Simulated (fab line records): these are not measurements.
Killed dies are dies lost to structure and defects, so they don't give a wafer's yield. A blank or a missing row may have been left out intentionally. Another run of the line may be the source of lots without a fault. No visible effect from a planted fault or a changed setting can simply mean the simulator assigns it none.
fab line records || flow n5Finfet || part 2 of 2: steps 19 to 25 of 25
record {"lots": 5, "wafers": 15, "lastDay": 17}
route steps=1938 shown BEOL_M2@857
lots that met no fault: taken from a fault-free run of the same line
startH: hours from the record's first day to the start of the lot's first wafer shown || waitH: how many hours have passed since the lot's step before this one || " as in the row above || L1.1+2: a row that stands for several wafers || - no value present, or no start provided || * or withheld: withheld || < > ~ a bound
route shown NAME@n: names a module that has steps shown in the file, with the first one's number in the route || usual: the fault-free wafers' mean and standard deviation || same: alike in all rows || chamber/n: place in a boat || sites: readings site by site || _std_site: how widely they spread, as a standard deviation || _edge_site: outer sites' mean less inner sites' || radiusMm: how far each site lies from the wafer's centre || mask NAME#n: copy n || behind: the tool/chamber that last shaped the wafer || hold: why the lot was held/for how many hours/how that ended || device: whichever transistor did not switch (one of n, p or np) || end of line: tests run on the same wafers once the route is complete || a step with no rows: only its recipe || killed: dies that structure and defects cost at the first sort, which is not the same as the wafer's yield || map: shows each die of a wafer: x if killed, . if not, _ if none is there
set.NAME: the setting the step ran with; set.NAME@STEP: the setting that earlier step ran with || model.NAME: the simulator's own value behind a step, which no gauge read
certain route steps with their lots: each step a table, each wafer a row
services: when a tool's chamber went out of use (startH, in hours from the record's first day, below 0 if earlier), for how many hours, and the reason
## steps
# step N5_BEOL_M2_DEVELOP_27
# recipe {"developTimeS": 30, "developer": "TMAH", "resist": "CAR-EUV", "rinseLiquid": "surfactantRinse", "dry": "airSpin", "devTempC": 23}
# usual {"resistLineTempC": "22.99/0.11"}
{"lot.wafer": "L079.1", "tool": "lithoTrack-02", "chamber": 0, "startH": "-", "waitH": "-", "resistLineTempC": 23.01}
{"lot.wafer": "L079.4", "tool": "lithoTrack-02", "chamber": 0, "startH": "-", "waitH": "-", "resistLineTempC": 23.15}
{"lot.wafer": "L079.5", "tool": "lithoTrack-02", "chamber": 0, "startH": "-", "waitH": "-", "resistLineTempC": 23.16}
{"lot.wafer": "L087.3", "tool": "lithoTrack-01", "chamber": 0, "startH": "-", "waitH": "-", "resistLineTempC": 22.96}
{"lot.wafer": "L087.4", "tool": "lithoTrack-01", "chamber": 0, "startH": "-", "waitH": "-", "resistLineTempC": 23.02}
{"lot.wafer": "L087.6", "tool": "lithoTrack-01", "chamber": 0, "startH": "-", "waitH": "-", "resistLineTempC": 23.04}
{"lot.wafer": "L089.1", "tool": "lithoTrack-03", "chamber": 0, "startH": "-", "waitH": "-", "resistLineTempC": 22.90}
{"lot.wafer": "L089.4", "tool": "lithoTrack-03", "chamber": 0, "startH": "-", "waitH": "-", "resistLineTempC": 22.83}
{"lot.wafer": "L089.6", "tool": "lithoTrack-03", "chamber": 0, "startH": "-", "waitH": "-", "resistLineTempC": 22.79}
{"lot.wafer": "L092.3", "tool": "lithoTrack-03", "chamber": 0, "startH": "-", "waitH": "-", "resistLineTempC": 23.16}
{"lot.wafer": "L092.4", "tool": "lithoTrack-03", "chamber": 0, "startH": "-", "waitH": "-", "resistLineTempC": 23.03}
{"lot.wafer": "L092.6", "tool": "lithoTrack-03", "chamber": 0, "startH": "-", "waitH": "-", "resistLineTempC": 22.94}
{"lot.wafer": "L093.1", "tool": "lithoTrack-01", "chamber": 0, "startH": "-", "waitH": "-", "resistLineTempC": 23.15}
{"lot.wafer": "L093.2", "tool": "lithoTrack-01", "chamber": 0, "startH": "-", "waitH": "-", "resistLineTempC": 23.01}
{"lot.wafer": "L093.5", "tool": "lithoTrack-01", "chamber": 0, "startH": "-", "waitH": "-", "resistLineTempC": 23.09}
# step N5_BEOL_M2_CD_MEAS_28
# recipe {"targetCdNm": 26.2, "landingEnergyEv": 500, "detector": "seInlens", "targetCdYNm": 24.1, "polarity": "opening"}
# usual {"cdNm": "26.11/0.23"}
{"lot.wafer": "L079.1", "tool": "cdSem-01", "chamber": 0, "startH": 163.14, "waitH": "-", "cdNm": 26.28}
{"lot.wafer": "L079.4", "tool": "cdSem-01", "chamber": 0, "startH": 163.14, "waitH": "-", "cdNm": 26.23}
{"lot.wafer": "L079.5", "tool": "cdSem-01", "chamber": 0, "startH": 163.14, "waitH": "-", "cdNm": 26.05}
{"lot.wafer": "L087.3", "tool": "cdSem-02", "chamber": 0, "startH": 222.62, "waitH": "-", "cdNm": 25.82}
{"lot.wafer": "L087.4", "tool": "cdSem-02", "chamber": 0, "startH": 222.62, "waitH": "-", "cdNm": 26.10}
{"lot.wafer": "L087.6", "tool": "cdSem-02", "chamber": 0, "startH": 222.62, "waitH": "-", "cdNm": 26.10}
{"lot.wafer": "L089.1", "tool": "cdSem-03", "chamber": 0, "startH": 225.16, "waitH": "-", "cdNm": 26.24}
{"lot.wafer": "L089.4", "tool": "cdSem-03", "chamber": 0, "startH": 225.16, "waitH": "-", "cdNm": 26.35}
{"lot.wafer": "L089.6", "tool": "cdSem-03", "chamber": 0, "startH": 225.16, "waitH": "-", "cdNm": 26.38}
{"lot.wafer": "L092.3", "tool": "cdSem-01", "chamber": 0, "startH": 244.16, "waitH": "-", "cdNm": 26.19}
{"lot.wafer": "L092.4", "tool": "cdSem-01", "chamber": 0, "startH": 244.16, "waitH": "-", "cdNm": 26.05}
{"lot.wafer": "L092.6", "tool": "cdSem-01", "chamber": 0, "startH": 244.16, "waitH": "-", "cdNm": 26.16}
{"lot.wafer": "L093.1", "tool": "cdSem-02", "chamber": 0, "startH": 248.79, "waitH": "-", "cdNm": 26.21}
{"lot.wafer": "L093.2", "tool": "cdSem-02", "chamber": 0, "startH": 248.79, "waitH": "-", "cdNm": 25.73}
{"lot.wafer": "L093.5", "tool": "cdSem-02", "chamber": 0, "startH": 248.79, "waitH": "-", "cdNm": 26.18}
# step N5_BEOL_M2_OVL_MEAS_29
# recipe {"pointsPerWafer": 522}
# usual {"V1_OVL": "0.6/0.6"}
{"lot.wafer": "L079.1", "tool": "overlay-02", "chamber": 0, "startH": 163.17, "waitH": 0.0, "V1_OVL[nm]": 1.8}
{"lot.wafer": "L079.4", "tool": "overlay-02", "chamber": 0, "startH": 163.17, "waitH": 0.0, "V1_OVL[nm]": 0.7}
{"lot.wafer": "L079.5", "tool": "overlay-02", "chamber": 0, "startH": 163.17, "waitH": 0.0, "V1_OVL[nm]": 0.7}
{"lot.wafer": "L087.3", "tool": "overlay-02", "chamber": 0, "startH": 222.66, "waitH": 0.0, "V1_OVL[nm]": 0.4}
{"lot.wafer": "L087.4", "tool": "overlay-02", "chamber": 0, "startH": 222.66, "waitH": 0.0, "V1_OVL[nm]": 0.0}
{"lot.wafer": "L087.6", "tool": "overlay-02", "chamber": 0, "startH": 222.66, "waitH": 0.0, "V1_OVL[nm]": -0.2}
{"lot.wafer": "L089.1", "tool": "overlay-02", "chamber": 0, "startH": 225.19, "waitH": 0.0, "V1_OVL[nm]": 0.7}
{"lot.wafer": "L089.4", "tool": "overlay-02", "chamber": 0, "startH": 225.19, "waitH": 0.0, "V1_OVL[nm]": 1.3}
{"lot.wafer": "L089.6", "tool": "overlay-02", "chamber": 0, "startH": 225.19, "waitH": 0.0, "V1_OVL[nm]": 0.9}
{"lot.wafer": "L092.3", "tool": "overlay-01", "chamber": 0, "startH": 244.20, "waitH": 0.0, "V1_OVL[nm]": 0.2}
{"lot.wafer": "L092.4", "tool": "overlay-01", "chamber": 0, "startH": 244.20, "waitH": 0.0, "V1_OVL[nm]": 1.1}
{"lot.wafer": "L092.6", "tool": "overlay-01", "chamber": 0, "startH": 244.20, "waitH": 0.0, "V1_OVL[nm]": -0.3}
{"lot.wafer": "L093.1", "tool": "overlay-02", "chamber": 0, "startH": 248.82, "waitH": 0.0, "V1_OVL[nm]": 0.3}
{"lot.wafer": "L093.2", "tool": "overlay-02", "chamber": 0, "startH": 248.82, "waitH": 0.0, "V1_OVL[nm]": 0.4}
{"lot.wafer": "L093.5", "tool": "overlay-02", "chamber": 0, "startH": 248.82, "waitH": 0.0, "V1_OVL[nm]": 1.0}
# step N5_BEOL_M2_INSPECT_30
# recipe {"mode": "adi", "inspectInstrument": "brightfield"}
# usual {"rawDefectCount": "387/100"}
{"lot.wafer": "L079.1", "tool": "defectInspect-02", "chamber": "-", "startH": 163.23, "waitH": 0.1, "rawDefectCount": 325}
{"lot.wafer": "L079.4", "tool": "defectInspect-02", "chamber": "-", "startH": 163.23, "waitH": 0.1, "rawDefectCount": 329}
{"lot.wafer": "L079.5", "tool": "defectInspect-02", "chamber": "-", "startH": 163.23, "waitH": 0.1, "rawDefectCount": 252}
{"lot.wafer": "L087.3", "tool": "defectInspect-02", "chamber": "-", "startH": 222.70, "waitH": 0.0, "rawDefectCount": 418}
{"lot.wafer": "L087.4", "tool": "defectInspect-02", "chamber": "-", "startH": 222.70, "waitH": 0.0, "rawDefectCount": 349}
{"lot.wafer": "L087.6", "tool": "defectInspect-02", "chamber": "-", "startH": 222.70, "waitH": 0.0, "rawDefectCount": 346}
{"lot.wafer": "L089.1", "tool": "defectInspect-01", "chamber": "-", "startH": 225.25, "waitH": 0.1, "rawDefectCount": 546}
{"lot.wafer": "L089.4", "tool": "defectInspect-01", "chamber": "-", "startH": 225.25, "waitH": 0.1, "rawDefectCount": 310}
{"lot.wafer": "L089.6", "tool": "defectInspect-01", "chamber": "-", "startH": 225.25, "waitH": 0.1, "rawDefectCount": 327}
{"lot.wafer": "L092.3", "tool": "defectInspect-01", "chamber": "-", "startH": 244.25, "waitH": 0.0, "rawDefectCount": 562}
{"lot.wafer": "L092.4", "tool": "defectInspect-01", "chamber": "-", "startH": 244.25, "waitH": 0.0, "rawDefectCount": 461}
{"lot.wafer": "L092.6", "tool": "defectInspect-01", "chamber": "-", "startH": 244.25, "waitH": 0.0, "rawDefectCount": 485}
{"lot.wafer": "L093.1", "tool": "defectInspect-02", "chamber": "-", "startH": 248.87, "waitH": 0.1, "rawDefectCount": 279}
{"lot.wafer": "L093.2", "tool": "defectInspect-02", "chamber": "-", "startH": 248.87, "waitH": 0.1, "rawDefectCount": 280}
{"lot.wafer": "L093.5", "tool": "defectInspect-02", "chamber": "-", "startH": 248.87, "waitH": 0.1, "rawDefectCount": 214}
# step N5_BEOL_M2_DESCUM_33
# recipe {"chemistry": "O2", "timeS": 7, "sourcePowerW": 50, "biasPowerW": 20, "pressureMtorr": 20, "rfFrequencyHz": 2.712e+07, "tempC": 40, "resist": "CAR-EUV", "o2FlowSccm": 225}
# usual {"drypumpMotorCurrentA": "5.5/0.44", "oesProductAu": "0.81/0.092", "rfVppV": "243.3/1.6", "showerheadPlenumPTorr": "2.12/0.083", "throttleValvePct": "20.48/0.28"}
{"lot.wafer": "L079.1", "tool": "rieDiel-01", "chamber": 1, "startH": 163.26, "waitH": 0.0, "drypumpMotorCurrentA": 5.0, "oesProductAu": 0.68, "rfHoursCounterH": 216, "rfVppV": 244.7, "showerheadPlenumPTorr": 2.16, "throttleValvePct": 20.85}
{"lot.wafer": "L079.4", "tool": "rieDiel-01", "chamber": 1, "startH": 163.26, "waitH": 0.0, "drypumpMotorCurrentA": 5.0, "oesProductAu": 0.69, "rfHoursCounterH": "-", "rfVppV": 245.3, "showerheadPlenumPTorr": 2.16, "throttleValvePct": 20.85}
{"lot.wafer": "L079.5", "tool": "rieDiel-01", "chamber": 3, "startH": 163.26, "waitH": 0.0, "drypumpMotorCurrentA": 5.6, "oesProductAu": 0.77, "rfHoursCounterH": "-", "rfVppV": 242.6, "showerheadPlenumPTorr": 2.12, "throttleValvePct": 20.25}
{"lot.wafer": "L087.3", "tool": "rieDiel-05", "chamber": 2, "startH": 222.90, "waitH": 0.2, "drypumpMotorCurrentA": 5.7, "oesProductAu": 0.65, "rfHoursCounterH": 247, "rfVppV": 243.1, "showerheadPlenumPTorr": 2.06, "throttleValvePct": 20.68}
{"lot.wafer": "L087.4", "tool": "rieDiel-05", "chamber": 1, "startH": 222.90, "waitH": 0.2, "drypumpMotorCurrentA": 5.6, "oesProductAu": 0.77, "rfHoursCounterH": 131, "rfVppV": 242.1, "showerheadPlenumPTorr": 2.04, "throttleValvePct": 20.71}
{"lot.wafer": "L087.6", "tool": "rieDiel-05", "chamber": 0, "startH": 222.90, "waitH": 0.2, "drypumpMotorCurrentA": 4.7, "oesProductAu": 0.85, "rfHoursCounterH": "-", "rfVppV": 244.0, "showerheadPlenumPTorr": 2.13, "throttleValvePct": 20.18}
{"lot.wafer": "L089.1", "tool": "rieDiel-01", "chamber": 3, "startH": 225.32, "waitH": 0.1, "drypumpMotorCurrentA": 5.6, "oesProductAu": 0.75, "rfHoursCounterH": 127, "rfVppV": 243.2, "showerheadPlenumPTorr": 2.11, "throttleValvePct": 20.28}
{"lot.wafer": "L089.4", "tool": "rieDiel-01", "chamber": 1, "startH": 225.32, "waitH": 0.1, "drypumpMotorCurrentA": 5.0, "oesProductAu": 0.67, "rfHoursCounterH": 241, "rfVppV": 243.0, "showerheadPlenumPTorr": 2.15, "throttleValvePct": 20.89}
{"lot.wafer": "L089.6", "tool": "rieDiel-01", "chamber": 1, "startH": 225.32, "waitH": 0.1, "drypumpMotorCurrentA": 5.0, "oesProductAu": 0.66, "rfHoursCounterH": "-", "rfVppV": 244.8, "showerheadPlenumPTorr": 2.15, "throttleValvePct": 20.89}
{"lot.wafer": "L092.3", "tool": "rieDiel-05", "chamber": 1, "startH": 244.34, "waitH": 0.1, "drypumpMotorCurrentA": 5.6, "oesProductAu": 0.76, "rfHoursCounterH": 139, "rfVppV": 241.0, "showerheadPlenumPTorr": 2.04, "throttleValvePct": 20.73}
{"lot.wafer": "L092.4", "tool": "rieDiel-05", "chamber": 0, "startH": 244.34, "waitH": 0.1, "drypumpMotorCurrentA": 4.7, "oesProductAu": 0.84, "rfHoursCounterH": 64, "rfVppV": 243.3, "showerheadPlenumPTorr": 2.13, "throttleValvePct": 20.19}
{"lot.wafer": "L092.6", "tool": "rieDiel-05", "chamber": 2, "startH": 244.34, "waitH": 0.1, "drypumpMotorCurrentA": 5.7, "oesProductAu": 0.66, "rfHoursCounterH": "-", "rfVppV": 242.0, "showerheadPlenumPTorr": 2.06, "throttleValvePct": 20.70}
{"lot.wafer": "L093.1", "tool": "rieDiel-01", "chamber": 3, "startH": 248.91, "waitH": 0.0, "drypumpMotorCurrentA": 5.6, "oesProductAu": 0.76, "rfHoursCounterH": 133, "rfVppV": 243.2, "showerheadPlenumPTorr": 2.11, "throttleValvePct": 20.29}
{"lot.wafer": "L093.2", "tool": "rieDiel-01", "chamber": 2, "startH": 248.91, "waitH": 0.0, "drypumpMotorCurrentA": 5.9, "oesProductAu": 0.92, "rfHoursCounterH": 22, "rfVppV": 246.0, "showerheadPlenumPTorr": 2.27, "throttleValvePct": 20.71}
{"lot.wafer": "L093.5", "tool": "rieDiel-01", "chamber": 1, "startH": 248.91, "waitH": 0.0, "drypumpMotorCurrentA": 5.0, "oesProductAu": 0.67, "rfHoursCounterH": "-", "rfVppV": 245.3, "showerheadPlenumPTorr": 2.15, "throttleValvePct": 20.89}
# step N5_BEOL_M2_ETCH_77
# recipe {"chemistry": "N2/H2", "target": "underlayer", "targetDepthA": 65, "maskMaterial": "CAR-EUV", "timeS": 5.2, "ionEnergyEv": 200, "pressureMtorr": 30, "sourceW": 840, "biasW": 150, "n2FlowSccm": 200, "h2FlowSccm": 200, "ends": "cleared"}
# usual {"drypumpMotorCurrentA": "5.6/0.44", "etchRfOnTimeS": "5.21/0.14", "oesProductAu": "0.69/0.079", "rfVppV": "524.5/2.9", "showerheadPlenumPTorr": "2.55/0.098", "throttleValvePct": "17.8/0.39"}
{"lot.wafer": "L079.1", "tool": "rieDiel-01", "chamber": 1, "startH": 163.30, "waitH": 0.0, "drypumpMotorCurrentA": 5.0, "etchRfOnTimeS": 5.18, "oesProductAu": 0.59, "rfHoursCounterH": 216, "rfVppV": 526.2, "showerheadPlenumPTorr": 2.63, "throttleValvePct": 18.5}
{"lot.wafer": "L079.4", "tool": "rieDiel-01", "chamber": 1, "startH": 163.30, "waitH": 0.0, "drypumpMotorCurrentA": 5.0, "etchRfOnTimeS": 5.23, "oesProductAu": 0.59, "rfHoursCounterH": "-", "rfVppV": 527.0, "showerheadPlenumPTorr": 2.63, "throttleValvePct": 18.5}
{"lot.wafer": "L079.5", "tool": "rieDiel-01", "chamber": 3, "startH": 163.30, "waitH": 0.0, "drypumpMotorCurrentA": 5.6, "etchRfOnTimeS": 5.37, "oesProductAu": 0.66, "rfHoursCounterH": "-", "rfVppV": 525.0, "showerheadPlenumPTorr": 2.55, "throttleValvePct": 17.5}
{"lot.wafer": "L087.3", "tool": "rieDiel-05", "chamber": 2, "startH": 222.94, "waitH": 0.0, "drypumpMotorCurrentA": 5.8, "etchRfOnTimeS": 5.26, "oesProductAu": 0.56, "rfHoursCounterH": 247, "rfVppV": 522.0, "showerheadPlenumPTorr": 2.48, "throttleValvePct": 18.0}
{"lot.wafer": "L087.4", "tool": "rieDiel-05", "chamber": 1, "startH": 222.94, "waitH": 0.0, "drypumpMotorCurrentA": 5.6, "etchRfOnTimeS": 5.29, "oesProductAu": 0.66, "rfHoursCounterH": 131, "rfVppV": 524.7, "showerheadPlenumPTorr": 2.44, "throttleValvePct": 17.9}
{"lot.wafer": "L087.6", "tool": "rieDiel-05", "chamber": 0, "startH": 222.94, "waitH": 0.0, "drypumpMotorCurrentA": 4.7, "etchRfOnTimeS": 5.26, "oesProductAu": 0.72, "rfHoursCounterH": "-", "rfVppV": 525.0, "showerheadPlenumPTorr": 2.59, "throttleValvePct": 17.5}
{"lot.wafer": "L089.1", "tool": "rieDiel-01", "chamber": 3, "startH": 225.36, "waitH": 0.0, "drypumpMotorCurrentA": 5.6, "etchRfOnTimeS": 5.33, "oesProductAu": 0.66, "rfHoursCounterH": 127, "rfVppV": 525.8, "showerheadPlenumPTorr": 2.54, "throttleValvePct": 17.5}
{"lot.wafer": "L089.4", "tool": "rieDiel-01", "chamber": 1, "startH": 225.36, "waitH": 0.0, "drypumpMotorCurrentA": 5.0, "etchRfOnTimeS": 5.19, "oesProductAu": 0.58, "rfHoursCounterH": 241, "rfVppV": 527.8, "showerheadPlenumPTorr": 2.62, "throttleValvePct": 18.5}
{"lot.wafer": "L089.6", "tool": "rieDiel-01", "chamber": 1, "startH": 225.36, "waitH": 0.0, "drypumpMotorCurrentA": 5.1, "etchRfOnTimeS": 5.32, "oesProductAu": 0.57, "rfHoursCounterH": "-", "rfVppV": 525.8, "showerheadPlenumPTorr": 2.62, "throttleValvePct": 18.5}
{"lot.wafer": "L092.3", "tool": "rieDiel-05", "chamber": 1, "startH": 244.37, "waitH": 0.0, "drypumpMotorCurrentA": 5.6, "etchRfOnTimeS": 5.27, "oesProductAu": 0.66, "rfHoursCounterH": 139, "rfVppV": 519.8, "showerheadPlenumPTorr": 2.43, "throttleValvePct": 17.9}
{"lot.wafer": "L092.4", "tool": "rieDiel-05", "chamber": 0, "startH": 244.37, "waitH": 0.0, "drypumpMotorCurrentA": 4.7, "etchRfOnTimeS": 5.26, "oesProductAu": 0.71, "rfHoursCounterH": 64, "rfVppV": 525.0, "showerheadPlenumPTorr": 2.58, "throttleValvePct": 17.5}
{"lot.wafer": "L092.6", "tool": "rieDiel-05", "chamber": 2, "startH": 244.37, "waitH": 0.0, "drypumpMotorCurrentA": 5.7, "etchRfOnTimeS": 5.22, "oesProductAu": 0.56, "rfHoursCounterH": "-", "rfVppV": 522.0, "showerheadPlenumPTorr": 2.47, "throttleValvePct": 17.9}
{"lot.wafer": "L093.1", "tool": "rieDiel-01", "chamber": 3, "startH": 248.94, "waitH": 0.0, "drypumpMotorCurrentA": 5.6, "etchRfOnTimeS": 5.30, "oesProductAu": 0.64, "rfHoursCounterH": 133, "rfVppV": 524.5, "showerheadPlenumPTorr": 2.54, "throttleValvePct": 17.5}
{"lot.wafer": "L093.2", "tool": "rieDiel-01", "chamber": 2, "startH": 248.94, "waitH": 0.0, "drypumpMotorCurrentA": 5.9, "etchRfOnTimeS": 5.17, "oesProductAu": 0.78, "rfHoursCounterH": 22, "rfVppV": 530.0, "showerheadPlenumPTorr": 2.68, "throttleValvePct": 17.7}
{"lot.wafer": "L093.5", "tool": "rieDiel-01", "chamber": 1, "startH": 248.94, "waitH": 0.0, "drypumpMotorCurrentA": 5.0, "etchRfOnTimeS": 5.20, "oesProductAu": 0.57, "rfHoursCounterH": "-", "rfVppV": 524.0, "showerheadPlenumPTorr": 2.62, "throttleValvePct": 18.5}
# step N5_BEOL_M2_ETCH_69
# recipe {"chemistry": "CF4", "target": "SiARC", "targetDepthA": 156, "maskMaterial": "CAR-EUV", "timeS": 26, "ionEnergyEv": 80, "pressureMtorr": 40, "sourceW": 545, "biasW": 36, "Ar_flow_sccm": 100, "cf4FlowSccm": 100, "ends": "cleared"}
# usual {"cf4FlowSccm": "100.03/0.3", "drypumpMotorCurrentA": "5.5/0.44", "etchRfOnTimeS": "26.1/0.71", "oesProductAu": "0.69/0.078", "rfVppV": "184.3/1.3", "showerheadPlenumPTorr": "2.16/0.079", "throttleValvePct": "15.60/0.27"}
{"lot.wafer": "L079.1", "tool": "rieDiel-01", "chamber": 1, "startH": 163.31, "waitH": 0.0, "cf4FlowSccm": 100.12, "drypumpMotorCurrentA": 5.0, "etchRfOnTimeS": 25.9, "oesProductAu": 0.59, "rfHoursCounterH": 216, "rfVppV": 184.9, "showerheadPlenumPTorr": 2.21, "throttleValvePct": 15.97}
{"lot.wafer": "L079.4", "tool": "rieDiel-01", "chamber": 1, "startH": 163.31, "waitH": 0.0, "cf4FlowSccm": 99.90, "drypumpMotorCurrentA": 5.0, "etchRfOnTimeS": 25.6, "oesProductAu": 0.59, "rfHoursCounterH": "-", "rfVppV": 183.7, "showerheadPlenumPTorr": 2.21, "throttleValvePct": 15.98}
{"lot.wafer": "L079.5", "tool": "rieDiel-01", "chamber": 3, "startH": 163.31, "waitH": 0.0, "cf4FlowSccm": 100.25, "drypumpMotorCurrentA": 5.6, "etchRfOnTimeS": 26.4, "oesProductAu": 0.67, "rfHoursCounterH": "-", "rfVppV": 184.2, "showerheadPlenumPTorr": 2.15, "throttleValvePct": 15.34}
{"lot.wafer": "L087.3", "tool": "rieDiel-05", "chamber": 2, "startH": 222.96, "waitH": 0.0, "cf4FlowSccm": 99.67, "drypumpMotorCurrentA": 5.8, "etchRfOnTimeS": 25.8, "oesProductAu": 0.57, "rfHoursCounterH": 247, "rfVppV": 183.9, "showerheadPlenumPTorr": 2.09, "throttleValvePct": 15.87}
{"lot.wafer": "L087.4", "tool": "rieDiel-05", "chamber": 1, "startH": 222.96, "waitH": 0.0, "cf4FlowSccm": 99.82, "drypumpMotorCurrentA": 5.6, "etchRfOnTimeS": 26.5, "oesProductAu": 0.66, "rfHoursCounterH": 131, "rfVppV": 183.7, "showerheadPlenumPTorr": 2.07, "throttleValvePct": 15.73}
{"lot.wafer": "L087.6", "tool": "rieDiel-05", "chamber": 0, "startH": 222.96, "waitH": 0.0, "cf4FlowSccm": 99.49, "drypumpMotorCurrentA": 4.7, "etchRfOnTimeS": 25.9, "oesProductAu": 0.73, "rfHoursCounterH": "-", "rfVppV": 185.8, "showerheadPlenumPTorr": 2.18, "throttleValvePct": 15.36}
{"lot.wafer": "L089.1", "tool": "rieDiel-01", "chamber": 3, "startH": 225.37, "waitH": 0.0, "cf4FlowSccm": 99.91, "drypumpMotorCurrentA": 5.6, "etchRfOnTimeS": 26.3, "oesProductAu": 0.65, "rfHoursCounterH": 127, "rfVppV": 183.3, "showerheadPlenumPTorr": 2.14, "throttleValvePct": 15.39}
{"lot.wafer": "L089.4", "tool": "rieDiel-01", "chamber": 1, "startH": 225.37, "waitH": 0.0, "cf4FlowSccm": 99.96, "drypumpMotorCurrentA": 5.0, "etchRfOnTimeS": 25.7, "oesProductAu": 0.58, "rfHoursCounterH": 241, "rfVppV": 184.0, "showerheadPlenumPTorr": 2.20, "throttleValvePct": 16.04}
{"lot.wafer": "L089.6", "tool": "rieDiel-01", "chamber": 1, "startH": 225.37, "waitH": 0.0, "cf4FlowSccm": 100.08, "drypumpMotorCurrentA": 5.0, "etchRfOnTimeS": 26.0, "oesProductAu": 0.58, "rfHoursCounterH": "-", "rfVppV": 183.9, "showerheadPlenumPTorr": 2.20, "throttleValvePct": 16.04}
{"lot.wafer": "L092.3", "tool": "rieDiel-05", "chamber": 1, "startH": 244.39, "waitH": 0.0, "cf4FlowSccm": 99.91, "drypumpMotorCurrentA": 5.6, "etchRfOnTimeS": 26.3, "oesProductAu": 0.65, "rfHoursCounterH": 139, "rfVppV": 180.8, "showerheadPlenumPTorr": 2.06, "throttleValvePct": 15.72}
{"lot.wafer": "L092.4", "tool": "rieDiel-05", "chamber": 0, "startH": 244.39, "waitH": 0.0, "cf4FlowSccm": 100.38, "drypumpMotorCurrentA": 4.7, "etchRfOnTimeS": 25.9, "oesProductAu": 0.72, "rfHoursCounterH": 64, "rfVppV": 184.3, "showerheadPlenumPTorr": 2.18, "throttleValvePct": 15.38}
{"lot.wafer": "L092.6", "tool": "rieDiel-05", "chamber": 2, "startH": 244.39, "waitH": 0.0, "cf4FlowSccm": 99.80, "drypumpMotorCurrentA": 5.7, "etchRfOnTimeS": 25.7, "oesProductAu": 0.57, "rfHoursCounterH": "-", "rfVppV": 183.5, "showerheadPlenumPTorr": 2.09, "throttleValvePct": 15.86}
{"lot.wafer": "L093.1", "tool": "rieDiel-01", "chamber": 3, "startH": 248.96, "waitH": 0.0, "cf4FlowSccm": 99.54, "drypumpMotorCurrentA": 5.6, "etchRfOnTimeS": 26.5, "oesProductAu": 0.64, "rfHoursCounterH": 133, "rfVppV": 185.3, "showerheadPlenumPTorr": 2.14, "throttleValvePct": 15.41}
{"lot.wafer": "L093.2", "tool": "rieDiel-01", "chamber": 2, "startH": 248.96, "waitH": 0.0, "cf4FlowSccm": 99.78, "drypumpMotorCurrentA": 5.9, "etchRfOnTimeS": 25.9, "oesProductAu": 0.79, "rfHoursCounterH": 22, "rfVppV": 187.0, "showerheadPlenumPTorr": 2.27, "throttleValvePct": 15.64}
{"lot.wafer": "L093.5", "tool": "rieDiel-01", "chamber": 1, "startH": 248.96, "waitH": 0.0, "cf4FlowSccm": 100.10, "drypumpMotorCurrentA": 5.0, "etchRfOnTimeS": 25.9, "oesProductAu": 0.58, "rfHoursCounterH": "-", "rfVppV": 186.0, "showerheadPlenumPTorr": 2.20, "throttleValvePct": 16.06}
## services
{"tool": "rieDiel-01", "chamber": 0, "startH": 141.30, "hours": "-", "kind": "clean"}
{"tool": "rieDiel-01", "chamber": 0, "startH": 141.30, "hours": "-", "kind": "consumableReplace:focusRing"}
{"tool": "rieDiel-01", "chamber": 0, "startH": 141.30, "hours": 18.6, "kind": "scheduledDown"}
{"tool": "rieDiel-01", "chamber": 0, "startH": 141.30, "hours": 18.6, "kind": "ventCycle"}
{"tool": "rieMetal-02", "chamber": 0, "startH": 145.50, "hours": 5.4, "kind": "repair"}
{"tool": "euvScanner-01", "chamber": "-", "startH": 149.25, "hours": 4.3, "kind": "repair"}
{"tool": "euvScanner-01", "chamber": "-", "startH": 153.92, "hours": 0.6, "kind": "repair"}
{"tool": "rieDiel-03", "chamber": 1, "startH": 157.81, "hours": "-", "kind": "clean"}
{"tool": "rieDiel-03", "chamber": 1, "startH": 157.81, "hours": "-", "kind": "consumableReplace:focusRing"}
{"tool": "rieDiel-01", "chamber": 2, "startH": 159.92, "hours": "-", "kind": "clean"}
{"tool": "rieDiel-01", "chamber": 2, "startH": 159.92, "hours": "-", "kind": "consumableReplace:focusRing"}
{"tool": "rieDiel-01", "chamber": 2, "startH": 159.92, "hours": "-", "kind": "consumableReplace:showerhead"}
{"tool": "rieDiel-01", "chamber": 2, "startH": 159.92, "hours": 23.7, "kind": "scheduledDown"}
{"tool": "rieDiel-01", "chamber": 2, "startH": 159.92, "hours": 23.7, "kind": "ventCycle"}
{"tool": "euvScanner-01", "chamber": "-", "startH": 160.77, "hours": 1.7, "kind": "repair"}
{"tool": "euvScanner-01", "chamber": "-", "startH": 164.04, "hours": 1.0, "kind": "pm"}
{"tool": "rieDiel-03", "chamber": 0, "startH": 167.94, "hours": 1.8, "kind": "repair"}
{"tool": "euvScanner-02", "chamber": "-", "startH": 179.40, "hours": 1.0, "kind": "pm"}
{"tool": "euvScanner-02", "chamber": "-", "startH": 197.00, "hours": 5.8, "kind": "pm"}
{"tool": "euvScanner-01", "chamber": "-", "startH": 220.16, "hours": 1.0, "kind": "pm"}
{"tool": "rieDiel-01", "chamber": 3, "startH": 233.35, "hours": 4.4, "kind": "repair"}
{"tool": "euvScanner-02", "chamber": "-", "startH": 235.55, "hours": 1.0, "kind": "pm"}
{"tool": "rieMetal-01", "chamber": 1, "startH": 235.56, "hours": 4.2, "kind": "repair"}
{"tool": "rieDiel-05", "chamber": 2, "startH": 248.24, "hours": 5.7, "kind": "repair"}
